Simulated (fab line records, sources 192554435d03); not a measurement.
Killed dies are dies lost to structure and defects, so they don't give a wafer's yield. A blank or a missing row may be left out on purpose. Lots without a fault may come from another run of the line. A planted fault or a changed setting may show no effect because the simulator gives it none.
Chamber matching | flow n5_finfet | N5_BEOL_M4_DESCUM_16 on rie_diel-02: 4 sister chambers
The step chemistry O2, time 7 s. 4 wafers are shown with their chamber, then 9 later ones without.

WAFERS WITH THEIR CHAMBER
wafer  | chamber | drypump_motor_current_A (A)
L091.2 | 3       | 5.7
L094.1 | 1       | 6.6
L094.3 | 2       | 5.9
L094.4 | 0       | 6.3

WAFERS WITHOUT THEIR CHAMBER
wafer  | drypump_motor_current_A (A)
L093.1 | 5.8
L093.4 | 6.3
L093.6 | 5.9
L096.3 | 5.7
L096.4 | 6.4
L096.5 | 6.6
L097.2 | 6.6
L097.3 | 5.9
L097.4 | 5.8

WHICH CHAMBER EACH WENT THROUGH
wafer  | from the rows above     | in truth
L093.1 | can't be placed: 3 or 2 | 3
L093.4 | 0                       | 0
L093.6 | 2                       | 2
L096.3 | 3                       | 3
L096.4 | can't be placed: 0 or 1 | 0
L096.5 | 1                       | 1
L097.2 | 1                       | 1
L097.3 | 2                       | 2
L097.4 | can't be placed: 3 or 2 | 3
Placed correctly: 6 of 9. Can't be placed from these rows: 3 (the true chamber is among the candidates in 3). Placed wrongly: 0.
How it was worked out, from the rows above alone: a wafer's distance from a chamber is the root of the sum, over the readings, of the square of ((its reading less the chamber's mean) divided by the reading's scatter). The wafer belongs to the nearest chamber; if the next one is less than 2 further off, it can't be placed. A chamber's mean is the mean of its shown wafers. The scatter: with one shown wafer a chamber, the root of the mean of the squares of how far each hidden wafer lies from its nearest shown one.
